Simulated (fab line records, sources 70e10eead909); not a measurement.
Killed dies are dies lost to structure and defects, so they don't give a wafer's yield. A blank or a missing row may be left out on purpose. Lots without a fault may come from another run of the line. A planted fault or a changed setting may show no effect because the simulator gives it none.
Chamber matching | flow nand_harc | NHARC_P_M2_CMP_23 on cmp-01: 4 sister chambers
The step polishes, t overpolish 20 s, target thk 144.3 nm. 8 wafers are shown with their chamber, then 6 later ones without.

WAFERS WITH THEIR CHAMBER
wafer  | chamber | motor_current_A (A) | time_to_endpoint_s (s)
L764.1 | 3       | 10.8                | 29.3
L766.3 | 1       | 11.1                | 28.5
L767.6 | 1       | 10.5                | 27.7
L770.1 | 0       | 12.6                | 32.0
L770.5 | 3       | 11.7                | 27.4
L770.6 | 0       | 11.4                | 30.4
L775.1 | 2       | 10.3                | 26.4
L775.5 | 2       | 10.7                | 26.7

WAFERS WITHOUT THEIR CHAMBER
wafer  | motor_current_A (A) | time_to_endpoint_s (s)
L775.6 | 11.1                | 26.8
L778.1 | 10.1                | 32.2
L778.4 | 11.2                | 29.4
L778.5 | 9.7                 | 28.4
L780.4 | 10.4                | 29.5
L780.6 | 12.6                | 29.0

WHICH CHAMBER EACH WENT THROUGH
wafer  | from the rows above               | in truth
L775.6 | can't be placed: 2 or 1 or 3      | 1
L778.1 | can't be placed: 0 or 1 or 3      | 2
L778.4 | can't be placed: 3 or 1 or 0      | 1
L778.5 | can't be placed: 1 or 2 or 3      | 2
L780.4 | can't be placed: 1 or 3 or 2 or 0 | 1
L780.6 | can't be placed: 3 or 0 or 1      | 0
Placed correctly: 0 of 6. Can't be placed from these rows: 6 (the true chamber is among the candidates in 5). Placed wrongly: 0.
How it was worked out, from the rows above alone: a wafer's distance from a chamber is the root of the sum, over the readings, of the square of ((its reading less the chamber's mean) divided by the reading's scatter). The wafer belongs to the nearest chamber; if the next one is less than 2 further off, it can't be placed. A chamber's mean is the mean of its shown wafers. The scatter: the root of (the sum of the squares of (reading less its chamber's mean) over the shown wafers, divided by (wafers less chambers)).
